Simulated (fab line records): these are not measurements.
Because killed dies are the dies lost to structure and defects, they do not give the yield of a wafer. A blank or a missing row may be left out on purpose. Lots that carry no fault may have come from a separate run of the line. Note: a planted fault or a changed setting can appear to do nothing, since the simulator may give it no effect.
The tool behind it: which one? -- flow n5Finfet -- 21 lots with 63 wafers sampled at 6 steps, on a route of 1938 steps

WHAT EACH GAUGE READ, for each wafer
No reading from a measuring or inspecting step in the record can be judged against a usual standard deviation.

WHAT TOOL EACH LOT RAN ON (gives the tool, then ch and the chambers of the sampled wafers, and finally the start)
lot,N5_HKMG_FIN_DESCUM_53,N5_HKMG_FIN_ETCH_32,N5_GATE_CUT_ETCHBACK_00,N5_GATE_CUT_STRIP_42,N5_GATE_CUT_ETCH_19,N5_GATE_CUT_VAPOR_ETCH_49
L074,"rieDiel-02 ch 0,2,3, day 4 02:10","rieDiel-06 ch 1,2,3, day 4 05:59","rieMetal-03 ch 0,1, day 4 10:29","rieDiel-04 ch 0,1,3, day 4 14:23","rieDiel-04 ch 0,1,3, day 4 14:26","rieMetal-03 ch 0,1, day 4 14:44"
L075,"rieDiel-03 ch 0,3, day 4 08:40","rieDiel-02 ch 0,1,3, day 4 12:08","rieMetal-03 ch 0,1, day 4 16:35","rieDiel-05 ch 1,2,3, day 4 20:37","rieDiel-05 ch 1,2,3, day 4 20:40","rieMetal-02 ch 0,1, day 4 20:59"
L076,"rieDiel-06 ch 0,3, day 4 12:53","rieDiel-06 ch 1,2, day 4 16:23","rieMetal-01 ch 1, day 4 21:01","rieDiel-04 ch 0,1,3, day 5 01:16","rieDiel-04 ch 0,1,3, day 5 01:19","rieMetal-01 ch 0,1, day 5 01:38"
L077,"rieDiel-03 ch 0,1,2, day 4 19:41","rieDiel-02 ch 0,1,3, day 4 23:07","rieMetal-02 ch 0, day 5 03:35","rieDiel-01 ch 2,3, day 5 07:46","rieDiel-01 ch 2,3, day 5 07:49","rieMetal-02 ch 0, day 5 08:20"
L078,"rieDiel-06 ch 0,1,2, day 5 03:47","rieDiel-02 ch 1,2,3, day 5 07:37","rieMetal-02 ch 0, day 5 12:31","rieDiel-04 ch 0,2,3, day 5 16:57","rieDiel-04 ch 0,2,3, day 5 16:59","rieMetal-02 ch 0, day 5 17:31"
L080,"rieDiel-06 ch 1,2,3, day 5 19:13","rieDiel-02 ch 0,3, day 5 22:49","rieMetal-03 ch 0,1, day 6 03:41","rieDiel-04 ch 2,3, day 6 07:40","rieDiel-04 ch 2,3, day 6 07:43","rieMetal-03 ch 0,1, day 6 08:02"
L081,"rieDiel-03 ch 0,1,2, day 6 00:43","rieDiel-06 ch 0,1,2, day 6 04:10","rieMetal-02 ch 0,1, day 6 08:40","rieDiel-04 ch 0,1,2, day 6 12:35","rieDiel-04 ch 0,1,2, day 6 12:37","rieMetal-03 ch 1, day 6 13:10"
L082,"rieDiel-06 ch 1,2, day 6 01:08","rieDiel-02 ch 2,3, day 6 04:57","rieMetal-03 ch 0,1, day 6 09:32","rieDiel-01 ch 0,1,3, day 6 13:36","rieDiel-01 ch 0,1,3, day 6 13:38","rieMetal-03 ch 1, day 6 14:10"
L083,"rieDiel-03 ch 0,1,3, day 6 08:09","rieDiel-02 ch 0,2,3, day 6 11:38","rieMetal-03 ch 1, day 6 15:58","rieDiel-04 ch 0,1,2, day 6 20:10","rieDiel-04 ch 0,1,2, day 6 20:12","rieMetal-02 ch 0,1, day 6 20:31"
L084,"rieDiel-06 ch 1,3, day 6 11:46","rieDiel-02 ch 1,2,3, day 6 15:06","rieMetal-01 ch 0,1, day 6 19:26","rieDiel-04 ch 1,3, day 6 23:29","rieDiel-04 ch 1,3, day 6 23:32","rieMetal-02 ch 0,1, day 6 23:51"
L085,"rieDiel-06 ch 1,2,3, day 6 19:08","rieDiel-06 ch 0,2,3, day 6 22:58","rieMetal-02 ch 0,1, day 7 03:19","rieDiel-04 ch 0,1,2, day 7 07:31","rieDiel-04 ch 0,1,2, day 7 07:34","rieMetal-02 ch 0,1, day 7 07:52"
L086,"rieDiel-02 ch 0,1,2, day 7 01:39","rieDiel-03 ch 1,2,3, day 7 05:11","rieMetal-02 ch 0,1, day 7 09:33","rieDiel-05 ch 1,2, day 7 13:25","rieDiel-05 ch 1,2, day 7 13:28","rieMetal-01 ch 0,1, day 7 13:47"
L087,"rieDiel-02 ch 0,3, day 7 05:04","rieDiel-02 ch 0,2, day 7 08:31","rieMetal-02 ch 0,1, day 7 13:04","rieDiel-01 ch 1,2, day 7 17:10","rieDiel-01 ch 1,2, day 7 17:13","rieMetal-01 ch 0,1, day 7 17:32"
L088,"rieDiel-06 ch 0,2, day 7 14:36","rieDiel-03 ch 1,2,3, day 7 18:01","rieMetal-02 ch 0,1, day 7 22:22","rieDiel-04 ch 0,1,3, day 8 02:24","rieDiel-04 ch 0,1,3, day 8 02:26","rieMetal-02 ch 0, day 8 02:46"
L089,"rieDiel-06 ch 1,2,3, day 8 00:26","rieDiel-06 ch 0,1,3, day 8 03:53","rieMetal-03 ch 0,1, day 8 08:28","rieDiel-04 ch 0,1,2, day 8 12:31","rieDiel-04 ch 0,1,2, day 8 12:33","rieMetal-01 ch 1, day 8 12:52"
L092,"rieDiel-03 ch 0,2,3, day 8 12:13","rieDiel-03 ch 1,2,3, day 8 15:52","rieMetal-03 ch 0,1, day 8 20:12","rieDiel-05 ch 0,1,2, day 9 00:32","rieDiel-05 ch 0,1,2, day 9 00:35","rieMetal-03 ch 0,1, day 9 00:54"
L091,"rieDiel-06 ch 1,2,3, day 8 12:26","rieDiel-06 ch 0,1,3, day 8 16:06","rieMetal-01 ch 0,1, day 8 20:34","rieDiel-04 ch 0,1,2, day 9 01:23","rieDiel-04 ch 0,1,2, day 9 01:26","rieMetal-03 ch 0,1, day 9 01:47"
L093,"rieDiel-02 ch 0,2,3, day 8 19:11","rieDiel-03 ch 1,2,3, day 8 22:48","rieMetal-02 ch 0,1, day 9 03:16","rieDiel-04 ch 0,2, day 9 07:23","rieDiel-04 ch 0,2, day 9 07:26","rieMetal-03 ch 0,1, day 9 07:45"
L095,"rieDiel-02 ch 0,2,3, day 9 14:57","rieDiel-03 ch 0,1,2, day 9 18:32","rieMetal-02 ch 0,1, day 9 23:04","rieDiel-04 ch 1,2,3, day 10 03:43","rieDiel-04 ch 1,2,3, day 10 03:45","rieMetal-02 ch 0,1, day 10 04:04"
L097,"rieDiel-03 ch 0,1, day 10 02:08","rieDiel-03 ch 1,2,3, day 10 05:38","rieMetal-03 ch 0,1, day 10 10:01","rieDiel-01 ch 0,1,2, day 10 14:02","rieDiel-01 ch 0,1,2, day 10 14:04","rieMetal-02 ch 0,1, day 10 14:23"
L096,"rieDiel-06 ch 0,1,3, day 10 05:20","rieDiel-03 ch 0,2,3, day 10 08:55","rieMetal-01 ch 0,1, day 10 13:16","rieDiel-05 ch 0,2,3, day 10 17:19","rieDiel-05 ch 0,2,3, day 10 17:21","rieMetal-03 ch 0,1, day 10 17:40"
- N5_HKMG_FIN_DESCUM_53: chemistry O2, time 7.9 s.
- N5_HKMG_FIN_ETCH_32: etches SOC in N2/H2, target depth 240 nm, time 300 s.
- N5_GATE_CUT_ETCHBACK_00: etches W in SF6/Cl2.
- N5_GATE_CUT_STRIP_42: strips in O2.
- N5_GATE_CUT_ETCH_19: etches SiNx in CH3F/O2, target depth 53.7 nm, time 76.7 s.
- N5_GATE_CUT_VAPOR_ETCH_49: etches TiAlC in BCl3/Cl2.

AS READ BY THE TOOLS THEMSELVES (means over the sampled wafers that have a number; for cases with no such wafer, the mark the record gives instead)
N5_HKMG_FIN_DESCUM_53. Usual: drypumpMotorCurrentA 5.6 A, standard deviation 0.55; oesProductAu 0.83 a.u., standard deviation 0.067; rfVppV 243.1 V, standard deviation 1.3; showerheadPlenumPTorr 2.09 Torr, standard deviation 0.065; throttleValvePct 20.39 %, standard deviation 0.25.
lot,tool,drypumpMotorCurrentA (A),oesProductAu (a.u.),rfVppV (V),showerheadPlenumPTorr (Torr),throttleValvePct (%),flag
L074,rieDiel-02,5.3,0.75,243.6,2.12,20.64,
L075,rieDiel-03,5.8,0.82,243.7,2.14,20.03,
L076,rieDiel-06,6.3,0.90,242.9,2.07,20.45,
L077,rieDiel-03,5.7,0.93,243.8,2.17,20.02,
L078,rieDiel-06,5.5,0.84,242.3,2.03,20.46,
L080,rieDiel-06,5.6,0.81,242.5,2.06,20.52,
L081,rieDiel-03,5.7,0.90,244.0,2.17,20.02,
L082,rieDiel-06,5.2,0.81,242.2,2.02,20.43,
L083,rieDiel-03,5.9,0.85,244.4,2.15,20.08,
L084,rieDiel-06,5.4,0.78,242.3,2.06,20.66,
L085,rieDiel-06,5.6,0.80,241.6,2.06,20.55,
L086,rieDiel-02,5.2,0.85,242.3,2.06,20.47,
L087,rieDiel-02,5.4,0.77,244.3,2.16,20.54,
L088,rieDiel-06,5.7,0.84,242.1,2.03,20.35,
L089,rieDiel-06,5.6,0.79,242.2,2.06,20.55,
L092,rieDiel-03,5.7,0.82,244.0,2.15,20.04,
L091,rieDiel-06,5.6,0.77,242.6,2.06,20.56,
L093,rieDiel-02,5.3,0.80,242.9,2.10,20.57,
L095,rieDiel-02,5.3,0.79,243.0,2.10,20.57,
L097,rieDiel-03,5.7,0.84,244.3,2.18,20.06,
L096,rieDiel-06,5.9,0.78,242.5,2.06,20.61,

N5_HKMG_FIN_ETCH_32. Usual: drypumpMotorCurrentA 5.6 A, standard deviation 0.5; oesProductAu 0.83 a.u., standard deviation 0.065; rfVppV 524.3 V, standard deviation 2; showerheadPlenumPTorr 2.55 Torr, standard deviation 0.071; throttleValvePct 17.74 %, standard deviation 0.26.
lot,tool,drypumpMotorCurrentA (A),oesProductAu (a.u.),rfVppV (V),showerheadPlenumPTorr (Torr),throttleValvePct (%),flag
L074,rieDiel-06,5.6,0.82,522.8,2.50,17.81,
L075,rieDiel-02,5.3,0.81,525.8,2.57,17.84,
L076,rieDiel-06,5.0,0.80,521.3,2.44,17.75,
L077,rieDiel-02,5.3,0.80,524.4,2.57,17.85,
L078,rieDiel-02,5.2,0.90,524.1,2.56,17.89,
L080,rieDiel-02,5.4,0.75,525.4,2.59,17.93,
L081,rieDiel-06,5.5,0.83,522.1,2.46,17.73,
L082,rieDiel-02,5.3,0.84,526.0,2.61,17.88,
L083,rieDiel-02,5.3,0.82,524.6,2.57,17.96,
L084,rieDiel-02,5.2,0.85,523.6,2.55,17.91,
L085,rieDiel-06,6.1,0.84,522.5,2.51,17.83,
L086,rieDiel-03,5.9,0.84,524.7,2.58,17.49,
L087,rieDiel-02,5.2,0.86,523.5,2.51,18.08,
L088,rieDiel-03,5.9,0.84,524.3,2.57,17.51,
L089,rieDiel-06,5.9,0.80,522.7,2.49,17.90,
L092,rieDiel-03,5.9,0.83,524.3,2.57,17.51,
L091,rieDiel-06,5.9,0.80,522.9,2.49,17.91,
L093,rieDiel-03,5.9,0.83,524.5,2.57,17.53,
L095,rieDiel-03,5.7,0.84,526.4,2.62,17.38,
L097,rieDiel-03,5.9,0.82,524.5,2.57,17.54,
L096,rieDiel-03,5.7,0.80,525.2,2.60,17.46,

N5_GATE_CUT_ETCHBACK_00. Usual: drypumpMotorCurrentA 5.7 A, standard deviation 0.54; oesProductAu 0.79 a.u., standard deviation 0.099; throttleValvePct 27.50 %, standard deviation 0.25.
lot,tool,drypumpMotorCurrentA (A),oesProductAu (a.u.),throttleValvePct (%),flag
L074,rieMetal-03,5.1,0.78,27.37,
L075,rieMetal-03,5.1,0.79,27.39,
L076,rieMetal-01,5.8,0.67,27.91,
L077,rieMetal-02,6.1,0.77,27.64,
L078,rieMetal-02,6.1,0.76,27.65,
L080,rieMetal-03,5.0,0.77,27.38,
L081,rieMetal-02,5.8,0.91,27.63,
L082,rieMetal-03,5.5,0.74,27.25,
L083,rieMetal-03,5.9,0.70,27.11,
L084,rieMetal-01,5.9,0.75,27.72,
L085,rieMetal-02,5.9,0.82,27.65,
L086,rieMetal-02,5.8,0.89,27.64,
L087,rieMetal-02,5.8,0.89,27.63,
L088,rieMetal-02,5.8,0.87,27.64,
L089,rieMetal-03,5.5,0.73,27.25,
L092,rieMetal-03,5.0,0.77,27.40,
L091,rieMetal-01,6.1,0.82,27.54,
L093,rieMetal-02,5.8,0.85,27.65,
L095,rieMetal-02,5.9,0.80,27.65,
L097,rieMetal-03,5.0,0.76,27.40,
L096,rieMetal-01,5.9,0.73,27.73,

N5_GATE_CUT_STRIP_42. Usual: drypumpMotorCurrentA 5.8 A, standard deviation 0.36; oesProductAu 0.76 a.u., standard deviation 0.087; rfVppV 3.6 V, standard deviation 0.47; showerheadPlenumPTorr 2.12 Torr, standard deviation 0.049; throttleValvePct 16.66 %, standard deviation 0.26.
lot,tool,drypumpMotorCurrentA (A),oesProductAu (a.u.),rfVppV (V),showerheadPlenumPTorr (Torr),throttleValvePct (%),flag
L074,rieDiel-04,5.9,0.71,3.9,2.16,16.80,
L075,rieDiel-05,5.5,0.73,3.9,2.10,16.64,
L076,rieDiel-04,5.9,0.72,3.4,2.16,16.81,
L077,rieDiel-01,5.5,0.73,3.5,2.06,16.92,
L078,rieDiel-04,5.9,0.79,3.9,2.12,16.59,
L080,rieDiel-04,6.0,0.78,3.9,2.12,16.60,
L081,rieDiel-04,6.0,0.78,4.1,2.13,16.61,
L082,rieDiel-01,5.5,0.78,4.2,2.08,16.57,
L083,rieDiel-04,6.0,0.78,3.7,2.13,16.61,
L084,rieDiel-04,6.2,0.70,3.7,2.15,16.86,
L085,rieDiel-04,6.0,0.78,3.6,2.13,16.62,
L086,rieDiel-05,5.4,0.74,3.6,2.10,16.57,
L087,rieDiel-01,5.5,0.72,3.7,2.08,16.82,
L088,rieDiel-04,5.9,0.69,3.3,2.15,16.84,
L089,rieDiel-04,6.0,0.76,4.3,2.13,16.63,
L092,rieDiel-05,5.5,0.79,3.9,2.14,16.61,
L091,rieDiel-04,6.0,0.75,3.0,2.13,16.64,
L093,rieDiel-04,6.0,0.81,3.8,2.09,16.42,
L095,rieDiel-04,6.1,0.83,3.5,2.11,16.51,
L097,rieDiel-01,5.4,0.74,3.6,2.09,16.83,
L096,rieDiel-05,5.6,0.75,3.3,2.13,16.74,

N5_GATE_CUT_ETCH_19. Usual: drypumpMotorCurrentA 5.8 A, standard deviation 0.36; etchRfOnTimeS 76.9 s, standard deviation 1.5; oes_ar_750_au 0.76 a.u., standard deviation 0.082; oesProductAu 0.65 a.u., standard deviation 0.075; rfVppV 297 V, standard deviation 6.6; showerheadPlenumPTorr 2.02 Torr, standard deviation 0.056; throttleValvePct 16.3 %, standard deviation 0.32.
lot,tool,drypumpMotorCurrentA (A),etchRfOnTimeS (s),oes_ar_750_au (a.u.),oesProductAu (a.u.),rfVppV (V),showerheadPlenumPTorr (Torr),throttleValvePct (%),flag
L074,rieDiel-04,5.9,77.6,0.72,0.61,298,2.07,16.5,
L075,rieDiel-05,5.5,78.2,0.74,0.62,293,2.00,16.3,
L076,rieDiel-04,6.0,77.1,0.71,0.60,298,2.07,16.5,
L077,rieDiel-01,5.5,78.2,0.72,0.61,302,1.96,16.6,
L078,rieDiel-04,5.9,76.3,0.78,0.68,295,2.03,16.3,
L080,rieDiel-04,6.0,76.4,0.78,0.67,299,2.02,16.3,
L081,rieDiel-04,6.0,75.8,0.77,0.67,297,2.03,16.2,
L082,rieDiel-01,5.5,76.8,0.78,0.67,297,1.98,16.2,
L083,rieDiel-04,6.1,75.4,0.77,0.67,299,2.03,16.3,
L084,rieDiel-04,6.2,77.0,0.70,0.60,304,2.06,16.5,
L085,rieDiel-04,6.0,76.5,0.77,0.66,299,2.03,16.2,
L086,rieDiel-05,5.4,77.0,0.75,0.64,292,2.00,16.2,
L087,rieDiel-01,5.5,77.1,0.73,0.62,302,1.99,16.5,
L088,rieDiel-04,5.9,77.8,0.70,0.59,298,2.06,16.6,
L089,rieDiel-04,6.0,76.1,0.76,0.65,298,2.02,16.3,
L092,rieDiel-05,5.5,77.3,0.80,0.67,293,2.04,16.3,
L091,rieDiel-04,6.0,76.3,0.76,0.64,298,2.02,16.3,
L093,rieDiel-04,6.0,76.0,0.81,0.69,296,1.99,16.0,
L095,rieDiel-04,6.1,76.4,0.82,0.71,303,2.01,16.2,
L097,rieDiel-01,5.4,77.4,0.75,0.63,297,2.00,16.5,
L096,rieDiel-05,5.6,78.4,0.75,0.64,293,2.04,16.5,

N5_GATE_CUT_VAPOR_ETCH_49. Usual: drypumpMotorCurrentA 5.7 A, standard deviation 0.5; oesProductAu 0.78 a.u., standard deviation 0.1.
lot,tool,drypumpMotorCurrentA (A),oesProductAu (a.u.),flag
L074,rieMetal-03,5.0,0.79,
L075,rieMetal-02,5.9,0.71,
L076,rieMetal-01,5.9,0.77,
L077,rieMetal-02,6.1,0.77,
L078,rieMetal-02,6.1,0.76,
L080,rieMetal-03,5.1,0.77,
L081,rieMetal-03,5.9,0.70,
L082,rieMetal-03,5.9,0.70,
L083,rieMetal-02,5.8,0.90,
L084,rieMetal-02,5.8,0.90,
L085,rieMetal-02,5.8,0.89,
L086,rieMetal-01,5.9,0.74,
L087,rieMetal-01,5.9,0.74,
L088,rieMetal-02,6.1,0.75,
L089,rieMetal-01,5.8,0.65,
L092,rieMetal-03,5.5,0.73,
L091,rieMetal-03,5.0,0.76,
L093,rieMetal-03,5.5,0.73,
L095,rieMetal-02,5.9,0.80,
L097,rieMetal-02,5.8,0.85,
L096,rieMetal-03,5.0,0.76,

THE ANSWER, worked out from the rows above alone
Rule: take the mean of a lot's wafers that have a number; if it is more than 3 standard deviations from the usual mean, the lot is off. Also off: a lot with no number at a reading for which 4 or more lots have one. Any other lot the step has rows for is counted as sound. After the gauges, taken in route order, come the tools' own readings; for these a lot's mean is taken, as printed above. The first step at which some lot is off is used, and at that step the reading that is off furthest; a lot without a number counts as furthest.
Across all readings shown, no lot is off: no conclusion can be drawn from this.

WHAT WAS PUT IN BY THE SIMULATOR
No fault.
